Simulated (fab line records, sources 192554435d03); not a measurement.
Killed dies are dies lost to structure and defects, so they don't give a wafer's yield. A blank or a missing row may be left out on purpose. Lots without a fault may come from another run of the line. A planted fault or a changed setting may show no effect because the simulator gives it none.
fab line records | flow n5_finfet
record lots=12 wafers=32 last_day=16
route steps=1938 shown BEOL_M6@1232 PASSIVATION@1936
lots that met no fault: from a run of the same line without faults
start_h: hours from the record's first day to the start of the lot's first wafer shown | wait_h: hours since the lot's step before | " the same as in the row above | L1.1+2: a row that stands for several wafers | - no value, or no start given | * or withheld: withheld | < > ~ a bound
route shown NAME@n: a module of which the file shows steps, and the number in the route of the first | usual: mean/standard deviation of fault-free wafers | same: alike in all rows | chamber/n: place in a boat | sites: the reading at each site | _std_site: their standard deviation | _edge_site: outer sites' mean less inner sites' | radius_mm: how far each site lies from the wafer's centre | mask NAME#n: copy n | behind: the tool/chamber that last shaped the wafer | hold: why the lot was held/for how many hours/how that ended | device: the transistor (n, p or np) that didn't switch | end of line: the same wafers' tests at the end of the route | a step without rows: its recipe alone | killed: dies lost to structure and defects at the first sort, not the wafer's yield | map: a wafer's dies, x killed, . not, _ none there
set.NAME: the setting as run; set.NAME@STEP: as run at that earlier step | model.NAME: the simulator's own value behind a step, which no gauge read
steps of the route over a sample of lots; a table a step, a row a wafer
services: from which hour (start_h, from the record's first day; less than 0 if before it) a tool's chamber was out of use, for how many hours, and why
## steps
# step N5_BEOL_M6_ETCH_65
# recipe chemistry=CF4 target=SiARC target_depth_a=156 mask_material=CAR-EUV time_s=26 ion_energy_ev=80 pressure_mtorr=40 source_w=545 bias_w=36 Ar_flow_sccm=100 cf4_flow_sccm=100 ends=cleared
# usual drypump_motor_current_A=5.9/0.37 etch_rf_on_time_s=26.2/0.55 oes_product_au=0.67/0.072 rf_fwd_power_W=532.6/2.2 rf_vpp_V=183.9/1.1 showerhead_plenum_p_Torr=2.12/0.07 throttle_valve_pct=15.57/0.2
# columns lot.wafer tool chamber start_h wait_h drypump_motor_current_A etch_rf_on_time_s oes_product_au rf_fwd_power_W rf_hours_counter_h rf_vpp_V showerhead_plenum_p_Torr throttle_valve_pct
L753.1 rie_diel-04 2 197.91 0.0 6.1 26.5 0.60 529.9 230 182.4 2.10 15.69
L753.4 " 1 " " 6.3 26.1 0.71 538.0 92 183.8 2.07 15.24
L753.6 " 0 " " 5.8 25.6 0.79 531.9 - 185.9 2.29 15.24
L755.2 rie_diel-04 2 210.87 0.0 6.1 26.0 0.61 531.4 234 183.0 2.10 15.69
L755.3 " 3 " " 5.1 25.5 0.75 533.9 41 184.6 2.18 15.67
L755.4 " 0 " " 5.8 25.3 0.79 533.9 17 185.1 2.28 15.24
L756.2 rie_diel-02 1 211.34 0.0 6.0 25.9 0.59 532.1 222 185.0 2.13 15.61
L756.3 " 3 " " 5.5 26.4 0.75 531.0 20 184.4 2.19 15.57
L756.6 " 0 " " 6.4 25.8 0.71 533.4 - 184.1 2.07 15.53
L757.1 rie_diel-04 0 226.38 0.0 5.7 25.6 0.77 533.0 23 185.4 2.28 15.25
L757.4 " 3 " " 5.1 26.3 0.73 530.0 46 183.5 2.18 15.65
L757.6 " 1 " " 6.3 26.1 0.69 538.9 - 182.4 2.07 15.23
L758.1 rie_diel-04 2 232.34 0.0 6.1 26.3 0.59 531.9 241 185.2 2.09 15.70
L758.4 " 1 " " 6.3 26.5 0.69 535.7 - 183.6 2.07 15.27
L758.5 " 2 " " 6.1 26.4 0.60 530.7 - 184.6 2.09 15.71
L761.3 rie_diel-04 1 241.10 0.0 6.3 26.5 0.68 537.4 108 184.6 2.07 15.26
L761.4 " 0 " " 5.8 26.2 0.76 533.1 28 185.9 2.28 15.27
L761.6 " 1 " " 6.3 26.5 0.68 535.1 - 183.4 2.07 15.27
L762.2 rie_diel-03 2 241.44 0.0 5.7 25.0 0.67 530.5 151 185.5 2.14 15.50
L762.3 " 3 " " 5.9 26.5 0.60 538.0 207 183.0 2.04 15.89
L762.5 " 2 " " 5.7 24.9 0.67 528.9 - 183.3 2.14 15.51
L763.3 rie_diel-04 2 261.84 0.0 6.1 26.2 0.59 528.6 249 183.8 2.09 15.72
L763.4 " 0 " " 5.8 26.0 0.75 535.2 33 185.6 2.28 15.27
L763.5 " 2 " " 6.1 26.1 0.60 530.0 - 184.2 2.09 15.72
L764.5 rie_diel-03 3 267.78 0.0 5.9 26.5 0.59 533.2 - 182.4 2.03 15.91
L764.6 " 0 " " 6.0 26.4 0.62 531.0 - 183.2 2.04 15.61
L768.1 rie_diel-02 3 291.23 0.0 5.5 26.8 0.70 534.2 52 184.1 2.17 15.62
L768.6 " 3 " " 5.5 26.5 0.71 528.5 - 184.1 2.17 15.63
L765.3 rie_diel-03 2 294.28 0.0 5.7 25.3 0.64 530.9 172 184.9 2.13 15.55
L765.5 " 2 " " 5.7 25.2 0.65 530.7 - 183.6 2.13 15.56
L770.2 rie_diel-02 3 298.35 0.0 5.5 26.5 0.70 533.9 54 182.8 2.17 15.63
L770.4 " 0 " " 6.3 25.8 0.69 532.2 - 182.4 2.07 15.59
# step N5_BEOL_M6_ALD_77
# recipe material=TaN target_thk_a=20 temp_c=275 ald_precursor_family=PDMAT ald_co_reactant=NH3 pressure_torr=3 carrier_flow_sccm=1500 pulse_time_s=2 purge_time_s=3 co_reactant_purge_time_s=2 co_reactant_pulse_time_s=3 ald_cycles=40 precursor_vessel_temp_c=75 precursor_vessel_pressure_torr=26.25 precursor_vessel_carrier_sccm=1000
# usual ald_cycles=40/0 heater_power_w=422/67 mfc_carrier_sccm=1500/4.7
# columns lot.wafer tool chamber start_h wait_h ald_cycles heater_power_w mfc_carrier_sccm
L753.1 ald_metal-01 0 199.11 0.1 40 364 1498
L753.4 " 2 " " 40 469 1510
L753.6 " 2 " " 40 458 1507
L755.2 ald_metal-04 0 212.12 0.0 40 537 1501
L755.3 " 2 " " 40 338 1499
L755.4 " 3 " " 40 358 1497
L756.2 ald_metal-03 1 212.52 0.1 40 462 1500
L756.3 " 2 " " 40 357 1510
L756.6 " 1 " " 40 446 1494
L757.1 ald_metal-01 0 227.86 0.1 40 369 1506
L757.4 " 1 " " 40 353 1503
L757.6 " 3 " " 40 421 1505
L758.1 ald_metal-04 2 233.51 0.1 40 345 1496
L758.4 " 0 " " 40 530 1496
L758.5 " 0 " " 40 536 1501
L761.3 ald_metal-04 3 242.24 0.0 40 356 1505
L761.4 " 1 " " 40 461 1493
L761.6 " 0 " " 40 525 1506
L762.2 ald_metal-04 1 242.66 0.0 40 462 1500
L762.3 " 2 " " 40 339 1505
L762.5 " 1 " " 40 452 1502
L763.3 ald_metal-01 2 263.03 0.0 40 458 1508
L763.4 " 0 " " 40 372 1501
L763.5 " 1 " " 40 339 1501
L764.5 ald_metal-01 1 268.89 0.2 40 339 1500
L764.6 " 2 " " 40 459 1498
L768.1 ald_metal-04 2 292.41 0.1 40 345 1504
L768.6 " 2 " " 44 340 1499
L765.3 ald_metal-04 0 295.48 0.0 44 544 1504
L765.5 " 0 " " 40 545 1501
L770.2 ald_metal-03 1 299.66 0.0 40 448 1504
L770.4 " 3 " " 40 439 1502
# step N5_BEOL_M6_SURFACE_TREAT_79
# recipe gas=Ar time_s=* ion_energy_ev=* ion_current_ma_cm2=0.5 pressure_mtorr=* ar_flow_sccm=30
# usual throttle_valve_pct=*
# columns lot.wafer tool chamber start_h wait_h throttle_valve_pct
L753.1 pvd_sputter-01 - 199.75 0.5 *
L753.4 " - " " *
L753.6 " - " " *
L755.2 pvd_sputter-02 - 212.45 0.2 *
L755.3 " - " " *
L755.4 " - " " *
L756.2 pvd_sputter-01 - 213.03 0.4 *
L756.3 " - " " *
L756.6 " - " " *
L757.1 pvd_sputter-01 - 228.18 0.2 *
L757.4 " - " " *
L757.6 " - " " *
L758.1 pvd_sputter-01 - 234.01 0.4 *
L758.4 " - " " *
L758.5 " - " " *
L761.3 pvd_sputter-02 - 242.54 0.2 *
L761.4 " - " " *
L761.6 " - " " *
L762.2 pvd_sputter-03 - 242.96 0.2 *
L762.3 " - " " *
L762.5 " - " " *
L763.3 pvd_sputter-02 - 263.38 0.2 *
L763.4 " - " " *
L763.5 " - " " *
L764.5 pvd_sputter-03 - 269.15 0.1 *
L764.6 " - " " *
L768.1 pvd_sputter-02 - 292.69 0.2 *
L768.6 " - " " *
L765.3 pvd_sputter-01 - 295.80 0.2 *
L765.5 " - " " *
L770.2 pvd_sputter-01 - 300.10 0.3 *
L770.4 " - " " *
# step N5_BEOL_M6_THK_MEAS_53
# recipe thk_meas_gauge=xrf reads=Cu_of_BEOL_M6_ECD_50
# usual M6_THK=79.4/2
# columns lot.wafer tool chamber start_h wait_h M6_THK[nm]
L753.1 film_metro-01 - 201.60 - 77.3
L753.4 " - " " 78.6
L753.6 " - " " 78.0
L755.2 film_metro-02 - 213.65 - 76.8
L755.3 " - " " 81.4
L755.4 " - " " 82.9
L756.2 film_metro-02 - 214.42 - 77.7
L756.3 " - " " 78.8
L756.6 " - " " 82.1
L757.1 film_metro-02 - 229.32 - 81.5
L757.4 " - " " 82.2
L757.6 " - " " 78.4
L758.1 film_metro-01 - 235.14 - 79.3
L758.4 " - " " 78.8
L758.5 " - " " 77.9
L761.3 film_metro-02 - 243.86 - 83.1
L761.4 " - " " 83.1
L761.6 " - " " 81.4
L762.2 film_metro-02 - 244.80 - 82.0
L762.3 " - " " 79.7
L762.5 " - " " 83.2
L763.3 film_metro-01 - 265.15 - 79.1
L763.4 " - " " 79.5
L763.5 " - " " 78.1
L764.5 film_metro-02 - 271.95 - 76.9
L764.6 " - " " 77.1
L768.1 film_metro-02 - 295.09 - 76.8
L768.6 " - " " 75.5
L765.3 film_metro-02 - 297.50 - 79.0
L765.5 " - " " 81.3
L770.2 film_metro-02 - 302.94 - 79.9
L770.4 " - " " 80.4
# step N5_PASSIVATION_PROBE_49
# usual defect_limited_yield=91.2/1.6 killed_at_M0_to_M3=31/10 killed_at_M4_up=14/4.4 killed_at_contacts=13/6 killed_at_front_end=43/13 killed_at_other=3.5/2.6 killed_dies=104/18 killed_open=68/14 killed_short=34/8.1 sort_bin_4_leakage=0.01/0.073 sort_bin_5_function=5.1/1.1 sort_bin_6_memory=3.3/0.68 sort_n_pass=1076/18 sort_yield_pct=91.2/1.6
# same gross_dies=1180 killed_at_back_side=0 sort_bin_8_speed[%]=0
# columns lot.wafer tool chamber start_h wait_h defect_limited_yield[%] killed_at_M0_to_M3 killed_at_M4_up killed_at_contacts killed_at_front_end killed_at_other killed_dies killed_open killed_short sort_bin_4_leakage[%] sort_bin_5_function[%] sort_bin_6_memory[%] sort_n_pass sort_yield_pct[%]
L762.2 prober-02 - 330.88 0.1 91.3 36 13 11 34 9 103 62 41 0 5.0 3.4 1077 91.3
L762.3 prober-02 - 330.93 0.1 89.7 36 20 10 51 4 121 82 38 0 6.0 3.5 1059 89.7
L762.5 prober-02 - 331.03 0.2 91.4 40 14 0 38 9 101 61 39 0 5.4 2.9 1079 91.4
# killed by level:class
L762.2 FIN_SAQP:geometric_particle:open=12 BEOL_M0_SAQP:geometric_particle:short=10 MOL_CONTACT_COAG:geometric_particle:open=8 BEOL_M1:geometric_particle:open=7 BEOL_M0_SAQP:geometric_particle:open=6 FIN_SAQP:geometric_particle:short=5 BEOL_M1:geometric_particle:short=5 BEOL_M4:geometric_particle:short=4
L762.3 FIN_SAQP:geometric_particle:open=17 BEOL_M0_SAQP:geometric_particle:short=12 BEOL_M0_SAQP:geometric_particle:open=12 MOL_CONTACT_COAG:geometric_particle:open=8 STI_FIN_REVEAL:geometric_particle:open=7 GATE_CUT:geometric_particle:short=6 BEOL_M3:geometric_particle:open=5 BEOL_M5:geometric_particle:open=4
L762.5 BEOL_M0_SAQP:geometric_particle:open=10 STI_FIN_REVEAL:geometric_particle:open=9 BEOL_M0_SAQP:geometric_particle:short=9 FIN_SAQP:geometric_particle:short=6 BEOL_M3:geometric_particle:open=6 BEOL_M4:geometric_particle:short=6 FIN_SAQP:geometric_particle:open=5 BEOL_M1:geometric_particle:open=5
## services
# columns tool chamber start_h hours kind
ald_metal-03 - 176.34 0.6 repair
rie_diel-02 1 186.80 2.4 repair
ald_metal-03 - 193.87 0.8 repair
ald_metal-03 3 217.44 6.0 repair
rie_diel-02 0 218.61 13.5 repair
rie_diel-04 3 229.55 4.3 repair
ald_metal-01 - 232.15 4.6 repair
rie_diel-03 1 249.80 - clean
rie_diel-03 1 249.80 - consumable_replace:focus_ring
rie_diel-03 1 249.80 19.8 scheduled_down
rie_diel-03 1 249.80 19.8 vent_cycle
ald_metal-01 2 251.76 6.0 repair
ald_metal-03 3 252.84 10.5 repair
pvd_sputter-01 - 254.97 2.7 repair
rie_diel-04 2 266.04 - clean
rie_diel-04 2 266.04 - consumable_replace:focus_ring
rie_diel-04 2 266.04 20.8 scheduled_down
rie_diel-04 2 266.04 20.8 vent_cycle
rie_diel-03 2 280.67 4.3 repair
rie_diel-02 1 282.03 - clean
rie_diel-02 1 282.03 - consumable_replace:focus_ring
rie_diel-02 1 282.03 19.3 scheduled_down
ald_metal-03 - 285.15 2.8 pm
rie_diel-03 0 298.30 15.4 repair
## key
first_sign step=N5_BEOL_M6_ALD_77 reading=ald_cycles direction=up sigmas=99+ usual=* struck=*
effect none on later readings
met_at N5_BEOL_M6_ALD_77
struck_lots L765,L768
struck_wafers L765.3,L768.6
not_acting_at N5_BEOL_M6_ETCH_65,N5_BEOL_M6_SURFACE_TREAT_79,N5_BEOL_M6_THK_MEAS_53
onset_between 242.66 292.41
fault kind=process_parameter_drift tool=ald_metal-04 chamber=- onset_h=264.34 steps=N5_BEOL_M6_ALD_77 channel=ald_cycles offset=* shape=step end_h=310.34 scope=struck_wafers_only acts_in=* stated=*
